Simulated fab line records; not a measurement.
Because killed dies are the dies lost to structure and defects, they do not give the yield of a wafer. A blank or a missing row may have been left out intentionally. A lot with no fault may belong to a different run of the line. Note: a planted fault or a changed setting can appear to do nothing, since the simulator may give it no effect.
Which tool is to blame? || flow n5-finfet || 72 wafers from 24 lots sampled at 5 of the route's 1938 steps

## WHAT THE GAUGES SHOWED, per wafer
N5_SD_EPI_N_OVL_MEAS_10.
{"lot": "L074", "measured": "day 3 01:11", "on": "overlay-01", "SD_N_BLK_OVL (nm)": "-0.1 1.1 0.2"}
{"lot": "L075", "measured": "day 3 08:29", "on": "overlay-01", "SD_N_BLK_OVL (nm)": "-0.4 1.0 0.2"}
{"lot": "L076", "measured": "day 3 13:16", "on": "overlay-01", "SD_N_BLK_OVL (nm)": "-1.3 -0.9 -0.6"}
{"lot": "L077", "measured": "day 3 20:46", "on": "overlay-02", "SD_N_BLK_OVL (nm)": "0.1 1.1 0.0"}
{"lot": "L078", "measured": "day 4 01:28", "on": "overlay-01", "SD_N_BLK_OVL (nm)": "-0.5 -0.9 -0.7"}
{"lot": "L079", "measured": "day 4 06:48", "on": "overlay-02", "SD_N_BLK_OVL (nm)": "1.2 0.5 2.4"}
{"lot": "L080", "measured": "day 4 12:41", "on": "overlay-01", "SD_N_BLK_OVL (nm)": "-0.9 0.0 0.5"}
{"lot": "L081", "measured": "day 4 19:34", "on": "overlay-02", "SD_N_BLK_OVL (nm)": "2.4 0.5 1.3"}
{"lot": "L082", "measured": "day 5 02:26", "on": "overlay-01", "SD_N_BLK_OVL (nm)": "0.0 -0.5 -0.2"}
{"lot": "L083", "measured": "day 5 08:20", "on": "overlay-01", "SD_N_BLK_OVL (nm)": "-0.3 -0.8 -1.1"}
{"lot": "L084", "measured": "day 5 15:20", "on": "overlay-01", "SD_N_BLK_OVL (nm)": "1.7 1.6 1.8"}
{"lot": "L085", "measured": "day 5 19:53", "on": "overlay-01", "SD_N_BLK_OVL (nm)": "0.7 -0.2 0.6"}
{"lot": "L086", "measured": "day 6 03:05", "on": "overlay-02", "SD_N_BLK_OVL (nm)": "0.6 0.0 0.0"}
{"lot": "L087", "measured": "day 6 08:01", "on": "overlay-01", "SD_N_BLK_OVL (nm)": "-0.3 -0.3 -0.7"}
{"lot": "L088", "measured": "day 6 12:01", "on": "overlay-02", "SD_N_BLK_OVL (nm)": "-0.5 -0.2 0.2"}
{"lot": "L089", "measured": "day 6 18:22", "on": "overlay-02", "SD_N_BLK_OVL (nm)": "0.6 2.6 2.0"}
{"lot": "L090", "measured": "day 7 00:20", "on": "overlay-02", "SD_N_BLK_OVL (nm)": "-0.8 0.2 -0.2"}
{"lot": "L091", "measured": "day 7 07:22", "on": "overlay-01", "SD_N_BLK_OVL (nm)": "0.1 0.1 -0.7"}
{"lot": "L092", "measured": "day 7 14:38", "on": "overlay-02", "SD_N_BLK_OVL (nm)": "0.8 -0.7 0.1"}
{"lot": "L093", "measured": "day 7 19:18", "on": "overlay-01", "SD_N_BLK_OVL (nm)": "0.0 0.0 -0.4"}
{"lot": "L094", "measured": "day 8 02:45", "on": "overlay-02", "SD_N_BLK_OVL (nm)": "0.4 -0.3 0.1"}
{"lot": "L095", "measured": "day 8 06:49", "on": "overlay-01", "SD_N_BLK_OVL (nm)": "0.5 -0.8 0.1"}
{"lot": "L096", "measured": "day 8 12:05", "on": "overlay-01", "SD_N_BLK_OVL (nm)": "2.0 0.9 1.3"}
{"lot": "L097", "measured": "day 8 21:34", "on": "overlay-01", "SD_N_BLK_OVL (nm)": "0.1 -1.6 -1.6"}

N5_SDB_OVL_MEAS_12.
{"lot": "L074", "measured": "day 3 17:29", "on": "overlay-02", "SDB_OVL (nm)": "1.0 -0.3 -0.5"}
{"lot": "L075", "measured": "day 4 01:16", "on": "overlay-02", "SDB_OVL (nm)": "0.1 -0.5 0.2"}
{"lot": "L076", "measured": "day 4 07:12", "on": "overlay-01", "SDB_OVL (nm)": "0.3 0.0 0.1"}
{"lot": "L077", "measured": "day 4 14:17", "on": "overlay-02", "SDB_OVL (nm)": "-1.4 -0.4 -0.7"}
{"lot": "L078", "measured": "day 4 19:46", "on": "overlay-02", "SDB_OVL (nm)": "-0.3 -0.1 -0.1"}
{"lot": "L079", "measured": "day 5 01:27", "on": "overlay-01", "SDB_OVL (nm)": "0.3 0.6 1.7"}
{"lot": "L080", "measured": "day 5 04:54", "on": "overlay-01", "SDB_OVL (nm)": "-1.2 -0.8 -1.1"}
{"lot": "L081", "measured": "day 5 12:36", "on": "overlay-02", "SDB_OVL (nm)": "0.1 0.3 -0.1"}
{"lot": "L082", "measured": "day 5 18:29", "on": "overlay-01", "SDB_OVL (nm)": "-0.4 -1.5 -1.7"}
{"lot": "L083", "measured": "day 6 00:46", "on": "overlay-01", "SDB_OVL (nm)": "-0.2 1.2 1.2"}
{"lot": "L084", "measured": "day 6 09:05", "on": "overlay-02", "SDB_OVL (nm)": "0.4 -0.1 -0.2"}
{"lot": "L085", "measured": "day 6 12:35", "on": "overlay-01", "SDB_OVL (nm)": "-0.1 0.1 -0.3"}
{"lot": "L086", "measured": "day 6 22:43", "on": "overlay-02", "SDB_OVL (nm)": "-0.3 -0.2 -0.2"}
{"lot": "L087", "measured": "day 7 00:40", "on": "overlay-01", "SDB_OVL (nm)": "-0.1 -1.2 0.0"}
{"lot": "L088", "measured": "day 7 05:28", "on": "overlay-02", "SDB_OVL (nm)": "-0.1 -0.2 1.2"}
{"lot": "L089", "measured": "day 7 11:23", "on": "overlay-02", "SDB_OVL (nm)": "-0.7 0.3 -0.8"}
{"lot": "L090", "measured": "day 7 20:11", "on": "overlay-01", "SDB_OVL (nm)": "1.0 0.1 0.7"}
{"lot": "L091", "measured": "day 8 02:28", "on": "overlay-01", "SDB_OVL (nm)": "0.5 0.9 -0.1"}
{"lot": "L092", "measured": "day 8 08:29", "on": "overlay-02", "SDB_OVL (nm)": "0.1 0.0 -0.1"}
{"lot": "L093", "measured": "day 8 11:49", "on": "overlay-01", "SDB_OVL (nm)": "-1.3 -0.2 -0.5"}
{"lot": "L094", "measured": "day 8 22:06", "on": "overlay-01", "SDB_OVL (nm)": "-0.9 -0.5 -1.9"}
{"lot": "L095", "measured": "day 9 01:32", "on": "overlay-02", "SDB_OVL (nm)": "-0.2 1.3 0.6"}
{"lot": "L096", "measured": "day 9 05:24", "on": "overlay-01", "SDB_OVL (nm)": "-0.2 0.2 0.0"}
{"lot": "L097", "measured": "day 9 13:20", "on": "overlay-01", "SDB_OVL (nm)": "0.2 0.4 0.2"}

## WHICH TOOL RAN EACH LOT (tool, then ch and the chambers of the sampled wafers, then the start)
{"lot": "L074", "N5_SD_EPI_N_ETCH_45": "rie-diel-05 ch 0,1,3, day 3 01:46", "N5_SD_EPI_N_VAPOR_ETCH_50": "epi-rpcvd-04 ch 0, day 3 03:03", "N5_ILD0_CMP_12": "cmp-01 ch 2,3, day 3 16:39"}
{"lot": "L075", "N5_SD_EPI_N_ETCH_45": "rie-diel-01 ch 2,3, day 3 09:19", "N5_SD_EPI_N_VAPOR_ETCH_50": "epi-rpcvd-03 ch 0, day 3 10:27", "N5_ILD0_CMP_12": "cmp-03 ch 0,1,2, day 4 00:26"}
{"lot": "L076", "N5_SD_EPI_N_ETCH_45": "rie-diel-03 ch 0,1,3, day 3 14:00", "N5_SD_EPI_N_VAPOR_ETCH_50": "epi-rpcvd-03 ch 0, day 3 15:06", "N5_ILD0_CMP_12": "cmp-02 ch 0,1,3, day 4 06:22"}
{"lot": "L077", "N5_SD_EPI_N_ETCH_45": "rie-diel-05 ch 0,3, day 3 21:29", "N5_SD_EPI_N_VAPOR_ETCH_50": "epi-rpcvd-01 ch 0, day 3 22:37", "N5_ILD0_CMP_12": "cmp-03 ch 0,1,2, day 4 13:32"}
{"lot": "L078", "N5_SD_EPI_N_ETCH_45": "rie-diel-01 ch 0,3, day 4 02:02", "N5_SD_EPI_N_VAPOR_ETCH_50": "epi-rpcvd-03 ch 0, day 4 03:03", "N5_ILD0_CMP_12": "cmp-01 ch 0,2,3, day 4 17:46"}
{"lot": "L079", "N5_SD_EPI_N_ETCH_45": "rie-diel-05 ch 3, day 4 07:38", "N5_SD_EPI_N_VAPOR_ETCH_50": "epi-rpcvd-01 ch 0, day 4 08:48", "N5_ILD0_CMP_12": "cmp-02 ch 0,1,3, day 5 00:44"}
{"lot": "L080", "N5_SD_EPI_N_ETCH_45": "rie-diel-05 ch 0,1,3, day 4 13:15", "N5_SD_EPI_N_VAPOR_ETCH_50": "epi-rpcvd-01 ch 0, day 4 14:16", "N5_ILD0_CMP_12": "cmp-01 ch 1,3, day 5 04:04"}
{"lot": "L081", "N5_SD_EPI_N_ETCH_45": "rie-diel-05 ch 0,2,3, day 4 20:08", "N5_SD_EPI_N_VAPOR_ETCH_50": "epi-rpcvd-03 ch 0, day 4 21:08", "N5_ILD0_CMP_12": "cmp-02 ch 0,1,2, day 5 11:55"}
{"lot": "L082", "N5_SD_EPI_N_ETCH_45": "rie-diel-01 ch 0,2,3, day 5 03:16", "N5_SD_EPI_N_VAPOR_ETCH_50": "epi-rpcvd-03 ch 0, day 5 04:16", "N5_ILD0_CMP_12": "cmp-03 ch 0,1,2, day 5 17:47"}
{"lot": "L083", "N5_SD_EPI_N_ETCH_45": "rie-diel-01 ch 0,2, day 5 08:56", "N5_SD_EPI_N_VAPOR_ETCH_50": "epi-rpcvd-03 ch 0, day 5 10:03", "N5_ILD0_CMP_12": "cmp-03 ch 0,3, day 6 00:04"}
{"lot": "L084", "N5_SD_EPI_N_ETCH_45": "rie-diel-03 ch 1,2,3, day 5 16:11", "N5_SD_EPI_N_VAPOR_ETCH_50": "epi-rpcvd-04 ch 0, day 5 17:17", "N5_ILD0_CMP_12": "cmp-02 ch 1,2,3, day 6 08:22"}
{"lot": "L085", "N5_SD_EPI_N_ETCH_45": "rie-diel-03 ch 1,2,3, day 5 20:27", "N5_SD_EPI_N_VAPOR_ETCH_50": "epi-rpcvd-01 ch 0, day 5 21:41", "N5_ILD0_CMP_12": "cmp-01 ch 0,1,2, day 6 11:51"}
{"lot": "L086", "N5_SD_EPI_N_ETCH_45": "rie-diel-03 ch 0,2,3, day 6 03:40", "N5_SD_EPI_N_VAPOR_ETCH_50": "epi-rpcvd-03 ch 0, day 6 04:41", "N5_ILD0_CMP_12": "cmp-01 ch 0,1,3, day 6 21:52"}
{"lot": "L087", "N5_SD_EPI_N_ETCH_45": "rie-diel-01 ch 2,3, day 6 08:35", "N5_SD_EPI_N_VAPOR_ETCH_50": "epi-rpcvd-01 ch 0, day 6 09:35", "N5_ILD0_CMP_12": "cmp-01 ch 2,3, day 6 23:52"}
{"lot": "L088", "N5_SD_EPI_N_ETCH_45": "rie-diel-05 ch 0,1,2, day 6 12:50", "N5_SD_EPI_N_VAPOR_ETCH_50": "epi-rpcvd-03 ch 0, day 6 13:49", "N5_ILD0_CMP_12": "cmp-03 ch 0,3, day 7 04:40"}
{"lot": "L089", "N5_SD_EPI_N_ETCH_45": "rie-diel-01 ch 0,2, day 6 19:01", "N5_SD_EPI_N_VAPOR_ETCH_50": "epi-rpcvd-03 ch 0, day 6 20:01", "N5_ILD0_CMP_12": "cmp-02 ch 0,1,3, day 7 10:45"}
{"lot": "L090", "N5_SD_EPI_N_ETCH_45": "rie-diel-05 ch 1,3, day 7 01:42", "N5_SD_EPI_N_VAPOR_ETCH_50": "epi-rpcvd-01 ch 0, day 7 02:52", "N5_ILD0_CMP_12": "cmp-03 ch 0,3, day 7 19:23"}
{"lot": "L091", "N5_SD_EPI_N_ETCH_45": "rie-diel-03 ch 1,2,3, day 7 07:57", "N5_SD_EPI_N_VAPOR_ETCH_50": "epi-rpcvd-01 ch 0, day 7 09:03", "N5_ILD0_CMP_12": "cmp-02 ch 1,2,3, day 8 01:43"}
{"lot": "L092", "N5_SD_EPI_N_ETCH_45": "rie-diel-01 ch 0,2, day 7 15:13", "N5_SD_EPI_N_VAPOR_ETCH_50": "epi-rpcvd-01 ch 0, day 7 16:22", "N5_ILD0_CMP_12": "cmp-02 ch 0,1,2, day 8 07:44"}
{"lot": "L093", "N5_SD_EPI_N_ETCH_45": "rie-diel-05 ch 0,2,3, day 7 19:52", "N5_SD_EPI_N_VAPOR_ETCH_50": "epi-rpcvd-04 ch 0, day 7 20:58", "N5_ILD0_CMP_12": "cmp-03 ch 0,2,3, day 8 10:59"}
{"lot": "L094", "N5_SD_EPI_N_ETCH_45": "rie-diel-01 ch 0,2,3, day 8 03:20", "N5_SD_EPI_N_VAPOR_ETCH_50": "epi-rpcvd-01 ch 0, day 8 04:26", "N5_ILD0_CMP_12": "cmp-02 ch 0,3, day 8 21:23"}
{"lot": "L095", "N5_SD_EPI_N_ETCH_45": "rie-diel-05 ch 0,1,2, day 8 07:23", "N5_SD_EPI_N_VAPOR_ETCH_50": "epi-rpcvd-04 ch 0, day 8 08:34", "N5_ILD0_CMP_12": "cmp-03 ch 0,2,3, day 9 00:44"}
{"lot": "L096", "N5_SD_EPI_N_ETCH_45": "rie-diel-05 ch 0,2, day 8 12:56", "N5_SD_EPI_N_VAPOR_ETCH_50": "epi-rpcvd-03 ch 0, day 8 13:55", "N5_ILD0_CMP_12": "cmp-02 ch 0,2, day 9 04:34"}
{"lot": "L097", "N5_SD_EPI_N_ETCH_45": "rie-diel-03 ch 1,2,3, day 8 22:16", "N5_SD_EPI_N_VAPOR_ETCH_50": "epi-rpcvd-03 ch 0, day 8 23:17", "N5_ILD0_CMP_12": "cmp-02 ch 2,3, day 9 12:37"}
- N5_SD_EPI_N_ETCH_45: etches SiOCN in CH3F/O2, target depth 6 nm.
- N5_SD_EPI_N_VAPOR_ETCH_50: etches Si in HCl, time 54 s.
- N5_ILD0_CMP_12: polishes SiNx, stops on poly-Si, t overpolish 6 s, target thk 17.67 nm.

## WHAT THE TOOLS THEMSELVES READ (means of the sampled wafers that have a number; where no wafer has one, the mark that the record gives instead)
N5_SD_EPI_N_ETCH_45.
{"lot": "L074", "tool": "rie-diel-05", "drypump-motor-current-A (A)": 5.5, "oes-product-au (a.u.)": 0.81, "rf-vpp-V (V)": 128.1, "showerhead-plenum-p-Torr (Torr)": 2.04, "throttle-valve-pct (%)": 23.33}
{"lot": "L075", "tool": "rie-diel-01", "drypump-motor-current-A (A)": 5.6, "oes-product-au (a.u.)": 0.80, "rf-vpp-V (V)": 127.2, "showerhead-plenum-p-Torr (Torr)": 1.97, "throttle-valve-pct (%)": 23.52}
{"lot": "L076", "tool": "rie-diel-03", "drypump-motor-current-A (A)": 5.9, "oes-product-au (a.u.)": 0.76, "rf-vpp-V (V)": 127.3, "showerhead-plenum-p-Torr (Torr)": 1.98, "throttle-valve-pct (%)": 23.27}
{"lot": "L077", "tool": "rie-diel-05", "drypump-motor-current-A (A)": 5.6, "oes-product-au (a.u.)": 0.79, "rf-vpp-V (V)": 127.0, "showerhead-plenum-p-Torr (Torr)": 2.04, "throttle-valve-pct (%)": 23.26}
{"lot": "L078", "tool": "rie-diel-01", "drypump-motor-current-A (A)": 5.1, "oes-product-au (a.u.)": 0.90, "rf-vpp-V (V)": 127.2, "showerhead-plenum-p-Torr (Torr)": 1.96, "throttle-valve-pct (%)": 23.08}
{"lot": "L079", "tool": "rie-diel-05", "drypump-motor-current-A (A)": 5.6, "oes-product-au (a.u.)": 0.76, "rf-vpp-V (V)": 127.6, "showerhead-plenum-p-Torr (Torr)": 2.01, "throttle-valve-pct (%)": 23.49}
{"lot": "L080", "tool": "rie-diel-05", "drypump-motor-current-A (A)": 5.5, "oes-product-au (a.u.)": 0.79, "rf-vpp-V (V)": 127.6, "showerhead-plenum-p-Torr (Torr)": 2.04, "throttle-valve-pct (%)": 23.34}
{"lot": "L081", "tool": "rie-diel-05", "drypump-motor-current-A (A)": 5.8, "oes-product-au (a.u.)": 0.77, "rf-vpp-V (V)": 128.4, "showerhead-plenum-p-Torr (Torr)": 2.05, "throttle-valve-pct (%)": 23.23}
{"lot": "L082", "tool": "rie-diel-01", "drypump-motor-current-A (A)": 5.4, "oes-product-au (a.u.)": 0.84, "rf-vpp-V (V)": 127.4, "showerhead-plenum-p-Torr (Torr)": 1.96, "throttle-valve-pct (%)": 23.31}
{"lot": "L083", "tool": "rie-diel-01", "drypump-motor-current-A (A)": 5.3, "oes-product-au (a.u.)": 0.82, "rf-vpp-V (V)": 127.7, "showerhead-plenum-p-Torr (Torr)": 1.96, "throttle-valve-pct (%)": 23.17}
{"lot": "L084", "tool": "rie-diel-03", "drypump-motor-current-A (A)": 6.1, "oes-product-au (a.u.)": 0.93, "rf-vpp-V (V)": 127.3, "showerhead-plenum-p-Torr (Torr)": 2.00, "throttle-valve-pct (%)": 23.20}
{"lot": "L085", "tool": "rie-diel-03", "drypump-motor-current-A (A)": 6.1, "oes-product-au (a.u.)": 0.91, "rf-vpp-V (V)": 126.8, "showerhead-plenum-p-Torr (Torr)": 2.00, "throttle-valve-pct (%)": 23.20}
{"lot": "L086", "tool": "rie-diel-03", "drypump-motor-current-A (A)": 5.7, "oes-product-au (a.u.)": 0.81, "rf-vpp-V (V)": 127.6, "showerhead-plenum-p-Torr (Torr)": 1.98, "throttle-valve-pct (%)": 23.24}
{"lot": "L087", "tool": "rie-diel-01", "drypump-motor-current-A (A)": 5.4, "oes-product-au (a.u.)": 0.83, "rf-vpp-V (V)": 127.6, "showerhead-plenum-p-Torr (Torr)": 1.95, "throttle-valve-pct (%)": 23.47}
{"lot": "L088", "tool": "rie-diel-05", "drypump-motor-current-A (A)": 5.7, "oes-product-au (a.u.)": 0.76, "rf-vpp-V (V)": 127.5, "showerhead-plenum-p-Torr (Torr)": 2.04, "throttle-valve-pct (%)": 23.32}
{"lot": "L089", "tool": "rie-diel-01", "drypump-motor-current-A (A)": 5.6, "oes-product-au (a.u.)": 0.76, "rf-vpp-V (V)": 127.1, "showerhead-plenum-p-Torr (Torr)": 1.96, "throttle-valve-pct (%)": 23.42}
{"lot": "L090", "tool": "rie-diel-05", "drypump-motor-current-A (A)": 5.5, "oes-product-au (a.u.)": 0.73, "rf-vpp-V (V)": 126.9, "showerhead-plenum-p-Torr (Torr)": 1.99, "throttle-valve-pct (%)": 23.68}
{"lot": "L091", "tool": "rie-diel-03", "drypump-motor-current-A (A)": 6.1, "oes-product-au (a.u.)": 0.90, "rf-vpp-V (V)": 126.4, "showerhead-plenum-p-Torr (Torr)": 2.00, "throttle-valve-pct (%)": 23.22}
{"lot": "L092", "tool": "rie-diel-01", "drypump-motor-current-A (A)": 5.3, "oes-product-au (a.u.)": 0.79, "rf-vpp-V (V)": 127.1, "showerhead-plenum-p-Torr (Torr)": 1.95, "throttle-valve-pct (%)": 23.21}
{"lot": "L093", "tool": "rie-diel-05", "drypump-motor-current-A (A)": 5.7, "oes-product-au (a.u.)": 0.75, "rf-vpp-V (V)": 128.2, "showerhead-plenum-p-Torr (Torr)": 2.05, "throttle-valve-pct (%)": 23.25}
{"lot": "L094", "tool": "rie-diel-01", "drypump-motor-current-A (A)": 5.3, "oes-product-au (a.u.)": 0.79, "rf-vpp-V (V)": 127.4, "showerhead-plenum-p-Torr (Torr)": 1.95, "throttle-valve-pct (%)": 23.36}
{"lot": "L095", "tool": "rie-diel-05", "drypump-motor-current-A (A)": 5.7, "oes-product-au (a.u.)": 0.75, "rf-vpp-V (V)": 127.8, "showerhead-plenum-p-Torr (Torr)": 2.04, "throttle-valve-pct (%)": 23.32}
{"lot": "L096", "tool": "rie-diel-05", "drypump-motor-current-A (A)": 5.7, "oes-product-au (a.u.)": 0.77, "rf-vpp-V (V)": 127.2, "showerhead-plenum-p-Torr (Torr)": 2.07, "throttle-valve-pct (%)": 23.03}
{"lot": "L097", "tool": "rie-diel-03", "drypump-motor-current-A (A)": 6.1, "oes-product-au (a.u.)": 0.87, "rf-vpp-V (V)": 127.3, "showerhead-plenum-p-Torr (Torr)": 1.99, "throttle-valve-pct (%)": 23.23}

N5_SD_EPI_N_VAPOR_ETCH_50.
{"lot": "L074", "tool": "epi-rpcvd-04", "throttle-valve-pct (%)": 11.85}
{"lot": "L075", "tool": "epi-rpcvd-03", "throttle-valve-pct (%)": 12.22}
{"lot": "L076", "tool": "epi-rpcvd-03", "throttle-valve-pct (%)": 12.36}
{"lot": "L077", "tool": "epi-rpcvd-01", "throttle-valve-pct (%)": 12.39}
{"lot": "L078", "tool": "epi-rpcvd-03", "throttle-valve-pct (%)": 12.40}
{"lot": "L079", "tool": "epi-rpcvd-01", "throttle-valve-pct (%)": 12.33}
{"lot": "L080", "tool": "epi-rpcvd-01", "throttle-valve-pct (%)": 12.20}
{"lot": "L081", "tool": "epi-rpcvd-03", "throttle-valve-pct (%)": 12.23}
{"lot": "L082", "tool": "epi-rpcvd-03", "throttle-valve-pct (%)": 12.29}
{"lot": "L083", "tool": "epi-rpcvd-03", "throttle-valve-pct (%)": 12.36}
{"lot": "L084", "tool": "epi-rpcvd-04", "throttle-valve-pct (%)": 11.73}
{"lot": "L085", "tool": "epi-rpcvd-01", "throttle-valve-pct (%)": 12.32}
{"lot": "L086", "tool": "epi-rpcvd-03", "throttle-valve-pct (%)": 12.29}
{"lot": "L087", "tool": "epi-rpcvd-01", "throttle-valve-pct (%)": 12.34}
{"lot": "L088", "tool": "epi-rpcvd-03", "throttle-valve-pct (%)": 12.34}
{"lot": "L089", "tool": "epi-rpcvd-03", "throttle-valve-pct (%)": 12.33}
{"lot": "L090", "tool": "epi-rpcvd-01", "throttle-valve-pct (%)": 12.41}
{"lot": "L091", "tool": "epi-rpcvd-01", "throttle-valve-pct (%)": 12.52}
{"lot": "L092", "tool": "epi-rpcvd-01", "throttle-valve-pct (%)": 12.25}
{"lot": "L093", "tool": "epi-rpcvd-04", "throttle-valve-pct (%)": 11.99}
{"lot": "L094", "tool": "epi-rpcvd-01", "throttle-valve-pct (%)": 12.43}
{"lot": "L095", "tool": "epi-rpcvd-04", "throttle-valve-pct (%)": 11.88}
{"lot": "L096", "tool": "epi-rpcvd-03", "throttle-valve-pct (%)": 12.32}
{"lot": "L097", "tool": "epi-rpcvd-03", "throttle-valve-pct (%)": 12.39}

N5_ILD0_CMP_12.
{"lot": "L074", "tool": "cmp-01", "edge-zone-pressure-frac": 0.994, "motor-current-A (A)": 8.6, "overpolish-run-s (s)": 5.998, "pad-life-wafers": 858, "time-to-endpoint-s (s)": 35.4}
{"lot": "L075", "tool": "cmp-03", "edge-zone-pressure-frac": 1.003, "motor-current-A (A)": 9.2, "overpolish-run-s (s)": 6.007, "pad-life-wafers": 1214, "time-to-endpoint-s (s)": 29.2}
{"lot": "L076", "tool": "cmp-02", "edge-zone-pressure-frac": 1.000, "motor-current-A (A)": 9.3, "overpolish-run-s (s)": 5.998, "pad-life-wafers": 1249, "time-to-endpoint-s (s)": 30.5}
{"lot": "L077", "tool": "cmp-03", "edge-zone-pressure-frac": 0.999, "motor-current-A (A)": 9.1, "overpolish-run-s (s)": 6.007, "pad-life-wafers": 1316, "time-to-endpoint-s (s)": 28.7}
{"lot": "L078", "tool": "cmp-01", "edge-zone-pressure-frac": 0.997, "motor-current-A (A)": 9.0, "overpolish-run-s (s)": 5.998, "pad-life-wafers": 1034, "time-to-endpoint-s (s)": 29.0}
{"lot": "L079", "tool": "cmp-02", "edge-zone-pressure-frac": 1.000, "motor-current-A (A)": 9.1, "overpolish-run-s (s)": 5.990, "pad-life-wafers": 1387, "time-to-endpoint-s (s)": 27.3}
{"lot": "L080", "tool": "cmp-01", "edge-zone-pressure-frac": 0.997, "motor-current-A (A)": 8.4, "overpolish-run-s (s)": 5.999, "pad-life-wafers": 1117, "time-to-endpoint-s (s)": 34.7}
{"lot": "L081", "tool": "cmp-02", "edge-zone-pressure-frac": 0.996, "motor-current-A (A)": 9.0, "overpolish-run-s (s)": 6.000, "pad-life-wafers": 1490, "time-to-endpoint-s (s)": 28.4}
{"lot": "L082", "tool": "cmp-03", "edge-zone-pressure-frac": 1.001, "motor-current-A (A)": 8.8, "overpolish-run-s (s)": 6.003, "pad-life-wafers": 1526, "time-to-endpoint-s (s)": 30.2}
{"lot": "L083", "tool": "cmp-03", "edge-zone-pressure-frac": 1.007, "motor-current-A (A)": 8.6, "overpolish-run-s (s)": 6.002, "pad-life-wafers": 1572, "time-to-endpoint-s (s)": 28.4}
{"lot": "L084", "tool": "cmp-02", "edge-zone-pressure-frac": 1.002, "motor-current-A (A)": 9.3, "overpolish-run-s (s)": 5.994, "pad-life-wafers": 1653, "time-to-endpoint-s (s)": 28.0}
{"lot": "L085", "tool": "cmp-01", "edge-zone-pressure-frac": 1.000, "motor-current-A (A)": 9.8, "overpolish-run-s (s)": 6.004, "pad-life-wafers": 1389, "time-to-endpoint-s (s)": 32.6}
{"lot": "L086", "tool": "cmp-01", "edge-zone-pressure-frac": 1.002, "motor-current-A (A)": 8.4, "overpolish-run-s (s)": 6.006, "pad-life-wafers": 1435, "time-to-endpoint-s (s)": 34.8}
{"lot": "L087", "tool": "cmp-01", "edge-zone-pressure-frac": 0.994, "motor-current-A (A)": 8.6, "overpolish-run-s (s)": 6.003, "pad-life-wafers": 1447, "time-to-endpoint-s (s)": 30.8}
{"lot": "L088", "tool": "cmp-03", "edge-zone-pressure-frac": 1.000, "motor-current-A (A)": 9.5, "overpolish-run-s (s)": 5.998, "pad-life-wafers": 1808, "time-to-endpoint-s (s)": 28.1}
{"lot": "L089", "tool": "cmp-02", "edge-zone-pressure-frac": 0.999, "motor-current-A (A)": 9.1, "overpolish-run-s (s)": 6.001, "pad-life-wafers": 1880, "time-to-endpoint-s (s)": 28.1}
{"lot": "L090", "tool": "cmp-03", "edge-zone-pressure-frac": 0.997, "motor-current-A (A)": 9.2, "overpolish-run-s (s)": 5.998, "pad-life-wafers": 1928, "time-to-endpoint-s (s)": 28.8}
{"lot": "L091", "tool": "cmp-02", "edge-zone-pressure-frac": 0.999, "motor-current-A (A)": 9.4, "overpolish-run-s (s)": 5.997, "pad-life-wafers": 2012, "time-to-endpoint-s (s)": 25.8}
{"lot": "L092", "tool": "cmp-02", "edge-zone-pressure-frac": 0.995, "motor-current-A (A)": 8.9, "overpolish-run-s (s)": 5.993, "pad-life-wafers": 2066, "time-to-endpoint-s (s)": 27.7}
{"lot": "L093", "tool": "cmp-03", "edge-zone-pressure-frac": 1.004, "motor-current-A (A)": 9.2, "overpolish-run-s (s)": 5.998, "pad-life-wafers": 2066, "time-to-endpoint-s (s)": 28.2}
{"lot": "L094", "tool": "cmp-02", "edge-zone-pressure-frac": 1.003, "motor-current-A (A)": 9.1, "overpolish-run-s (s)": 6.008, "pad-life-wafers": 66, "time-to-endpoint-s (s)": 29.6}
{"lot": "L095", "tool": "cmp-03", "edge-zone-pressure-frac": 1.007, "motor-current-A (A)": 9.2, "overpolish-run-s (s)": 6.007, "pad-life-wafers": 38, "time-to-endpoint-s (s)": 26.3}
{"lot": "L096", "tool": "cmp-02", "edge-zone-pressure-frac": 1.000, "motor-current-A (A)": 8.3, "overpolish-run-s (s)": 6.003, "pad-life-wafers": 133, "time-to-endpoint-s (s)": 25.6}
{"lot": "L097", "tool": "cmp-02", "edge-zone-pressure-frac": 0.994, "motor-current-A (A)": 9.1, "overpolish-run-s (s)": 6.002, "pad-life-wafers": 186, "time-to-endpoint-s (s)": 27.6}

## THE ANSWER, worked out from the rows above alone
Rule: what is usual is taken from the lots themselves. The widest of any qualifying gaps counts: lots, ordered by their means at a reading, are off when they make up no more than a third of the lots, leave a main group of 4 or more, and stand apart from it by 3 or more times the standard deviation of that group's means. A main group whose means are all the same, to the digits that the tables above print for the reading, isn't used. Also off: a lot with no number at a reading for which 4 or more lots have one. The other lots that the step has rows for count as sound. After the gauges, taken in route order, come the tools' own readings; for these a lot's mean is taken, as printed above. At the first step where some lot is off, the reading lying furthest off is the one used; lots without a number count as furthest.
Across all readings shown, no lot is off: no conclusion can be drawn from this.

## WHAT WAS PUT IN BY THE SIMULATOR
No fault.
